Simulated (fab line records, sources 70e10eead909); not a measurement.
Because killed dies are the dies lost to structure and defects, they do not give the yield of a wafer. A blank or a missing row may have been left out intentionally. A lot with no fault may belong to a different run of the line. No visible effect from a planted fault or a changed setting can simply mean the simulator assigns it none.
fab line records ; flow nand-harc
record lots=12; wafers=36; last-day=25
route steps=1159 shown P_ZERO_WELL@17 P_STI@84 END@1159
lots with no fault: from the same line, run without faults
start-h: the number of hours between the record's first day and the start of the first shown wafer of the lot ; wait-h: hours from the lot's prior step to this one ; " same as the row above ; L1.1+2: several wafers, shown together as one row ; - either no value or no given start ; * or withheld: withheld ; < > ~ a bound
route shown NAME@n: names a module that has steps shown in the file, with the first one's number in the route ; usual: mean and standard deviation over wafers with no fault ; same: alike in all rows ; chamber/n: place in a boat ; sites: per-site readings ; _std_site: their standard deviation ; _edge_site: the outer-site mean with the inner-site mean subtracted ; radius-mm: for every site, how far away it sits from the centre of the wafer ; mask NAME#n: copy n ; behind: the last tool/chamber to shape the wafer ; hold: why the lot was held/for how many hours/how that ended ; device: which transistor (n, p or np) failed to switch ; end of line: tests run on the same wafers once the route is complete ; a step without rows: its recipe alone ; killed: not the wafer's yield, but the dies lost to structure and defects at the first sort ; map: shows each die of a wafer: x if killed, . if not, _ if none is there
set.NAME: the run value of the setting; set.NAME@STEP: its run value at that earlier step ; model.NAME: the simulator's own value behind a step, which no gauge read
one table for each step of the route and one row for each wafer, over a sample of lots
services: from which hour (start-h, from the record's first day; less than 0 if before it) a tool's chamber was out of use, for how many hours, and why
## steps
# step NHARC_P_ZERO_WELL_ETCH_65
# recipe target-depth-a=800; overetch-a=240; time-s=87.88; ion-energy-ev=200; n2-flow-sccm=150; h2-flow-sccm=150; ar-flow-sccm=0; rf-w=400; bias-w=150; chemistry=N2/H2
# usual drypump-motor-current-A=5.6/0.34; h2-flow-sccm=149.9/0.47; oes-product-au=0.999/0.0089; rf-vpp-V=431.6/2.9; showerhead-plenum-p-Torr=2.08/0.098; throttle-valve-pct=14.170/0.0088
lot.wafer;tool;chamber;start-h;wait-h;drypump-motor-current-A;h2-flow-sccm;oes-product-au;rf-hours-counter-h;rf-vpp-V;showerhead-plenum-p-Torr;throttle-valve-pct
L988.1;rie-diel-10;0;19.41;0.1;5.4;150.0;0.990;0.4;427.5;1.96;14.154
L988.4;rie-diel-10;1;19.41;0.1;5.3;149.5;0.993;0.5;433.2;2.08;14.166
L988.5;rie-diel-10;2;19.41;0.1;5.6;150.1;1.001;-;434.4;2.20;14.175
L989.3;rie-diel-10;2;26.16;0.1;5.6;150.6;0.989;1.3;434.2;2.20;14.176
L989.2;rie-diel-10;0;26.16;0.1;5.4;150.3;1.001;1.1;430.4;1.96;14.171
L989.5;rie-diel-10;2;26.16;0.1;5.6;150.8;0.989;-;434.6;2.20;14.177
L990.2;rie-diel-09;2;31.88;0.1;5.0;150.5;0.995;7.5;431.3;2.09;14.174
L990.1;rie-diel-09;3;31.88;0.1;5.6;150.5;0.985;7.1;436.1;2.20;14.175
L990.3;rie-diel-09;0;31.88;0.1;5.3;150.3;0.998;7.8;433.9;2.14;14.174
L994.2;rie-diel-03;3;55.50;0.1;6.0;150.0;1.019;0.1;427.3;1.91;14.166
L994.5;rie-diel-03;2;55.50;0.1;5.5;150.1;1.018;-;429.7;1.97;14.165
L994.6;rie-diel-03;3;55.50;0.1;6.0;149.8;1.008;-;426.2;1.91;14.162
L995.1;rie-diel-10;2;61.52;0.1;5.6;150.3;1.004;4.5;434.3;2.20;14.172
L995.6;rie-diel-10;1;61.52;0.1;5.3;150.6;0.999;-;430.5;2.08;14.154
L995.4;rie-diel-10;2;61.52;0.1;5.6;150.4;0.998;-;434.2;2.20;14.163
L996.3;rie-diel-10;2;67.38;0.1;5.6;150.2;0.992;5.0;436.5;2.20;14.159
L996.1;rie-diel-10;1;67.38;0.1;5.3;150.0;0.993;4.9;430.5;2.08;14.189
L996.6;rie-diel-10;1;67.38;0.1;5.3;149.9;0.984;-;431.7;2.08;14.170
L998.3;rie-diel-10;0;79.53;0.1;5.4;149.4;0.992;5.0;428.0;1.96;14.157
L998.6;rie-diel-10;0;79.53;0.1;5.4;150.2;0.990;-;426.4;1.96;14.169
L998.5;rie-diel-10;1;79.53;0.1;5.2;150.7;0.996;-;430.9;2.08;14.180
L999.3;rie-diel-03;2;85.51;0.1;5.5;149.3;1.013;2.4;428.6;1.96;14.173
L999.4;rie-diel-03;3;85.51;0.1;6.0;149.3;1.013;2.3;427.4;1.91;14.162
L999.5;rie-diel-03;2;85.51;0.1;5.5;150.0;1.004;-;428.4;1.97;14.171
L100.2;rie-diel-03;2;91.59;0.1;5.5;149.9;1.004;3.2;427.7;1.96;14.182
L100.4;rie-diel-03;3;91.59;0.1;6.0;150.2;1.008;2.8;426.7;1.91;14.162
L100.5;rie-diel-03;0;91.59;0.1;5.8;150.5;1.001;-;435.1;2.17;14.170
L101.2;rie-diel-10;3;97.63;0.1;6.2;150.1;1.005;4.3;428.7;1.97;14.156
L101.4;rie-diel-10;1;97.63;0.1;5.3;150.2;0.999;6.1;433.0;2.08;14.158
L101.5;rie-diel-10;2;97.63;0.1;5.6;150.4;0.987;-;435.1;2.20;14.173
L105.1;rie-diel-03;2;121.59;0.1;5.5;150.2;1.017;4.9;426.9;1.96;14.169
L105.5;rie-diel-03;1;121.59;0.1;6.0;149.1;1.007;-;434.0;2.14;14.159
L105.6;rie-diel-03;2;121.59;0.1;5.4;150.4;1.018;-;427.3;1.96;14.166
L110.3;rie-diel-10;0;151.36;0.1;5.4;149.6;1.005;10.7;428.3;1.95;14.155
L110.2;rie-diel-10;1;151.36;0.1;5.2;149.9;1.000;9.8;432.1;2.07;14.178
L110.4;rie-diel-10;2;151.36;0.1;5.6;149.9;0.999;9.7;434.0;2.20;14.177
# step NHARC_P_ZERO_WELL_EXPOSE_49
# recipe na=0.6; target-cd-nm=2000; dose-mj=22.64; mask-id=P_HVPW
lot.wafer;tool;chamber;start-h;wait-h;mask
L988.1+4+5;krf-scanner-02;0;23.39;-;P_HVPW#0
L989.2+3+5;krf-scanner-03;0;30.46;-;P_HVPW#0
L990.1+2+3;krf-scanner-03;0;35.94;-;P_HVPW#0
L994.2+5+6;krf-scanner-04;0;59.78;-;P_HVPW#0
L995.1+4+6;krf-scanner-04;0;65.38;-;P_HVPW#0
L996.1+3+6;krf-scanner-03;0;71.57;-;P_HVPW#0
L998.3+5+6;krf-scanner-03;0;83.55;-;P_HVPW#0
L999.3+4+5;krf-scanner-03;0;89.61;-;P_HVPW#0
L100.2+4+5;krf-scanner-02;0;95.68;-;P_HVPW_R1#0
L101.2+4+5;krf-scanner-02;0;101.75;-;P_HVPW#0
L105.1+5+6;krf-scanner-02;0;125.86;-;P_HVPW#0
L110.2+3+4;krf-scanner-03;0;155.46;-;P_HVPW#0
# step NHARC_P_ZERO_WELL_CD_MEAS_52
# recipe target-cd-nm=2000; landing-energy-ev=500
# usual cd-nm=1999.8/1.5
lot.wafer;tool;chamber;start-h;wait-h;cd-nm
L988.1;cd-sem-02;0;23.57;-;1997.5
L988.4;cd-sem-02;0;23.57;-;1999.5
L988.5;cd-sem-02;0;23.57;-;1999.4
L989.2;cd-sem-02;0;30.61;-;1997.2
L989.3;cd-sem-02;0;30.61;-;1999.2
L989.5;cd-sem-02;0;30.61;-;1995.4
L990.1;cd-sem-02;0;36.10;-;2001.6
L990.2;cd-sem-02;0;36.10;-;2000.9
L990.3;cd-sem-02;0;36.10;-;1999.0
L994.2;cd-sem-01;0;59.93;-;1997.5
L994.5;cd-sem-01;0;59.93;-;1996.6
L994.6;cd-sem-01;0;59.93;-;1998.1
L995.1;cd-sem-01;0;65.54;-;1998.0
L995.4;cd-sem-01;0;65.54;-;1998.0
L995.6;cd-sem-01;0;65.54;-;1996.9
L996.1;cd-sem-01;0;71.73;-;1997.9
L996.3;cd-sem-01;0;71.73;-;1998.9
L996.6;cd-sem-01;0;71.73;-;1999.6
L998.3;cd-sem-03;0;83.70;-;2002.1
L998.5;cd-sem-03;0;83.70;-;2000.9
L998.6;cd-sem-03;0;83.70;-;1998.7
L999.3;cd-sem-01;0;89.76;-;1998.4
L999.4;cd-sem-01;0;89.76;-;2000.1
L999.5;cd-sem-01;0;89.76;-;1998.8
L100.2;cd-sem-03;0;95.84;-;1824.0
L100.4;cd-sem-03;0;95.84;-;1823.5
L100.5;cd-sem-03;0;95.84;-;1822.8
L101.2;cd-sem-03;0;101.90;-;1998.4
L101.4;cd-sem-03;0;101.90;-;2002.4
L101.5;cd-sem-03;0;101.90;-;2003.4
L105.1;cd-sem-01;0;126.01;-;1998.9
L105.5;cd-sem-01;0;126.01;-;1998.3
L105.6;cd-sem-01;0;126.01;-;2001.4
L110.2;cd-sem-03;0;155.63;-;1997.4
L110.3;cd-sem-03;0;155.63;-;1998.5
L110.4;cd-sem-03;0;155.63;-;1998.9
# step NHARC_P_ZERO_WELL_DESCUM_54
# recipe time-s=3; o2-flow-sccm=200; ar-flow-sccm=0; bias-power-w=0; chemistry=O2
# usual drypump-motor-current-A=5.6/0.33; oes-product-au=1.001/0.0096; rf-vpp-V=57.9/0.89; showerhead-plenum-p-Torr=1.94/0.094; throttle-valve-pct=11.310/0.0097
lot.wafer;tool;chamber;start-h;wait-h;drypump-motor-current-A;oes-product-au;rf-hours-counter-h;rf-vpp-V;showerhead-plenum-p-Torr;throttle-valve-pct
L988.1;rie-diel-09;0;23.77;-;5.3;0.984;7.1;57.1;2.01;11.300
L988.5;rie-diel-09;3;23.77;-;5.5;1.001;-;58.7;2.06;11.326
L988.4;rie-diel-09;0;23.77;-;5.3;0.989;-;57.7;2.01;11.326
L989.3;rie-diel-03;0;30.78;-;5.8;1.012;9.1;58.7;2.04;11.330
L989.2;rie-diel-03;1;30.78;-;6.0;1.007;9.0;57.1;2.01;11.309
L989.5;rie-diel-03;0;30.78;-;5.8;1.013;-;58.1;2.04;11.301
L990.1;rie-diel-03;1;36.26;-;6.0;1.002;9.3;58.7;2.01;11.304
L990.2;rie-diel-03;3;36.26;-;6.0;1.005;8.3;57.4;1.79;11.299
L990.3;rie-diel-03;0;36.26;-;5.8;1.012;9.4;57.4;2.04;11.291
L994.2;rie-diel-09;1;60.11;-;5.9;1.006;8.7;56.9;1.95;11.336
L994.5;rie-diel-09;0;60.11;-;5.3;1.015;-;59.2;2.01;11.312
L994.6;rie-diel-09;1;60.11;-;5.9;1.016;-;56.8;1.95;11.319
L995.4;rie-diel-03;2;65.71;-;5.4;1.017;1.2;57.4;1.85;11.308
L995.1;rie-diel-03;3;65.71;-;6.0;1.012;1.0;55.6;1.79;11.317
L995.6;rie-diel-03;1;65.71;-;6.0;0.992;-;59.0;2.01;11.312
L996.1;rie-diel-03;3;71.89;-;6.0;1.014;1.1;58.2;1.79;11.312
L996.3;rie-diel-03;2;71.89;-;5.4;1.006;1.3;56.7;1.85;11.316
L996.6;rie-diel-03;3;71.89;-;6.0;1.007;-;56.6;1.79;11.307
L998.3;rie-diel-10;2;83.87;-;5.6;0.992;5.4;59.0;2.06;11.330
L998.6;rie-diel-10;2;83.87;-;5.6;0.984;-;58.9;2.06;11.302
L998.5;rie-diel-10;0;83.87;-;5.4;1.007;-;57.4;1.84;11.313
L999.3;rie-diel-03;3;89.94;-;6.0;1.009;2.4;57.4;1.79;11.327
L999.4;rie-diel-03;0;89.94;-;5.8;1.010;2.7;57.8;2.04;11.307
L999.5;rie-diel-03;2;89.94;-;5.4;1.014;-;58.5;1.85;11.310
L100.2;rie-diel-10;3;95.99;-;6.2;1.005;4.3;57.2;1.85;11.325
L100.4;rie-diel-10;2;95.99;-;5.6;0.988;6.2;57.4;2.06;11.320
L100.5;rie-diel-10;3;95.99;-;6.3;0.998;-;57.8;1.85;11.305
L101.4;rie-diel-10;0;102.08;-;5.4;1.003;6.7;59.3;1.84;11.304
L101.2;rie-diel-10;1;102.08;-;5.3;1.000;6.7;58.1;1.95;11.307
L101.5;rie-diel-10;2;102.08;-;5.6;1.008;-;58.9;2.06;11.310
L105.1;rie-diel-09;2;126.20;-;5.0;0.996;1.9;57.6;1.96;11.304
L105.6;rie-diel-09;1;126.20;-;5.9;0.998;-;56.1;1.95;11.295
L105.5;rie-diel-09;2;126.20;-;5.0;1.003;-;57.2;1.96;11.319
L110.2;rie-diel-09;3;155.78;-;5.6;1.015;4.6;58.1;2.06;11.316
L110.4;rie-diel-09;0;155.78;-;5.3;1.015;4.6;58.2;2.00;11.317
L110.3;rie-diel-09;2;155.78;-;5.0;0.996;4.3;58.7;1.96;11.304
# step NHARC_P_STI_OVL_MEAS_10
# usual overlay-x-nm=2/6.4; overlay-y-nm=-3/5.6
lot.wafer;tool;chamber;start-h;wait-h;overlay-x-nm;overlay-y-nm
L988.1;overlay-01;-;43.30;-;-3;-1
L988.4;overlay-01;-;43.30;-;-4;0
L988.5;overlay-01;-;43.30;-;-3;0
L989.2;overlay-01;-;49.59;-;6;-8
L989.3;overlay-01;-;49.59;-;6;-8
L989.5;overlay-01;-;49.59;-;6;-8
L990.1;overlay-01;-;57.31;-;4;3
L990.2;overlay-01;-;57.31;-;4;3
L990.3;overlay-01;-;57.31;-;3;3
L995.1;overlay-01;-;80.45;-;4;-8
L995.4;overlay-01;-;80.45;-;5;-8
L995.6;overlay-01;-;80.45;-;4;-7
L994.2;overlay-02;-;80.61;-;-10;2
L994.5;overlay-02;-;80.61;-;-9;2
L994.6;overlay-02;-;80.61;-;-10;3
L996.1;overlay-02;-;89.39;-;10;-6
L996.3;overlay-02;-;89.39;-;10;-5
L996.6;overlay-02;-;89.39;-;10;-5
L998.3;overlay-02;-;102.35;-;3;-2
L998.5;overlay-02;-;102.35;-;3;-2
L998.6;overlay-02;-;102.35;-;4;-2
L999.3;overlay-01;-;109.10;-;6;-1
L999.4;overlay-01;-;109.10;-;6;-2
L999.5;overlay-01;-;109.10;-;7;-1
L100.2;overlay-02;-;114.94;-;8;3
L100.4;overlay-02;-;114.94;-;8;2
L100.5;overlay-02;-;114.94;-;7;3
L101.2;overlay-02;-;119.44;-;0;-3
L101.4;overlay-02;-;119.44;-;0;-3
L101.5;overlay-02;-;119.44;-;-1;-3
L105.1;overlay-02;-;143.75;-;17;-7
L105.5;overlay-02;-;143.75;-;17;-7
L105.6;overlay-02;-;143.75;-;18;-8
L110.2;overlay-01;-;172.78;-;-2;-7
L110.3;overlay-01;-;172.78;-;-2;-7
L110.4;overlay-01;-;172.78;-;-2;-7
# step NHARC_END_SORT_01
# recipe temp-c=25
# usual killed-at-array=25/9.2; killed-at-other=0.8/1.2; killed-at-periphery=3.9/2.6; killed-dies=30/9.7; killed-open=3.4/1.9; killed-short=2.0/1.4
# same gross-dies=677
lot.wafer;tool;chamber;start-h;wait-h;killed-at-array;killed-at-other;killed-at-periphery;killed-dies;killed-open;killed-short
L100.2;prober-02;0;508.28;2.8;23;0;5;28;4;2
L100.4;prober-02;0;509.88;3.4;18;1;5;24;2;1
# killed by level:class
L100.2 A_CHANNEL_HOLE_D1:chamber-film-flake=12 A_SGD_CUT:chamber-film-flake=3 A_CONTACT:chamber-film-flake=2 P_ZERO_WELL:area-expose=2 P_CONTACT:geometric-particle:short=1 P_CONTACT:geometric-particle:open=1 A_CHANNEL_FILL_D1:geometric-particle:short=1 A_WL_FILL:geometric-particle:open=1
L100.4 A_CHANNEL_HOLE_D1:chamber-film-flake=9 A_SGD_CUT:chamber-film-flake=3 P_M0:chamber-film-flake=2 A_CONTACT:chamber-film-flake=2 P_ZERO_WELL:area-expose=2 P_M1:geometric-particle:open=1 A_CHANNEL_FILL_D1:geometric-particle:open=1 A_CONTACT:geometric-particle:short=1
## services
tool;chamber;start-h;hours;kind
krf-scanner-03;-;-4.00;4.0;pm
rie-diel-10;-;-0.50;9.0;pm
rie-diel-10;0;-0.50;9.0;vent-cycle
rie-diel-10;1;-0.50;9.0;vent-cycle
rie-diel-10;2;-0.50;9.0;vent-cycle
krf-scanner-03;-;1.21;0.3;repair
rie-diel-10;0;14.67;3.9;repair
rie-diel-09;1;23.58;17.4;repair
krf-scanner-02;-;38.00;4.0;pm
rie-diel-03;-;38.30;9.0;pm
krf-scanner-03;-;40.05;1.0;repair
rie-diel-09;1;41.91;1.5;repair
rie-diel-10;3;43.85;45.1;repair
krf-scanner-04;-;46.18;2.9;repair
rie-diel-09;2;54.03;15.6;repair
rie-diel-09;-;77.10;9.0;pm
rie-diel-09;1;105.86;5.1;repair
rie-diel-10;1;113.22;1.4;repair
rie-diel-09;2;114.18;5.9;repair
rie-diel-10;3;119.27;11.2;repair
krf-scanner-02;-;122.45;0.2;repair
krf-scanner-04;-;126.00;4.0;pm
rie-diel-03;3;135.09;13.8;repair
krf-scanner-02;-;140.08;1.2;repair
## key
first-sign step=NHARC_P_ZERO_WELL_EXPOSE_49; reading=mask; direction=changed
effect step=NHARC_P_ZERO_WELL_CD_MEAS_52; reading=cd-nm; direction=down; sigmas=99+; usual=1999.8; struck=1823.4
met-at NHARC_P_ZERO_WELL_EXPOSE_49
struck-lots L100
tester-left-out L100
not-acting-at NHARC_P_ZERO_WELL_ETCH_65,NHARC_P_ZERO_WELL_DESCUM_54,NHARC_P_STI_OVL_MEAS_10
onset-between 23.39 95.68
fault kind=wrong-mask; tool=any; chamber=-; onset-h=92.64; steps=NHARC_P_ZERO_WELL_EXPOSE_49; aux-copy=P_HVPW_R1#0; cd-offset-nm=-176.62; scope=struck-lots-only
# tester-left-out: of these lots the tester's yield and bins aren't shown, on N5 and GAA mostly nor the transistor test; their killed dies are dies lost to structure and defects alone, not to doping, threshold or leakage, so they don't give the yield
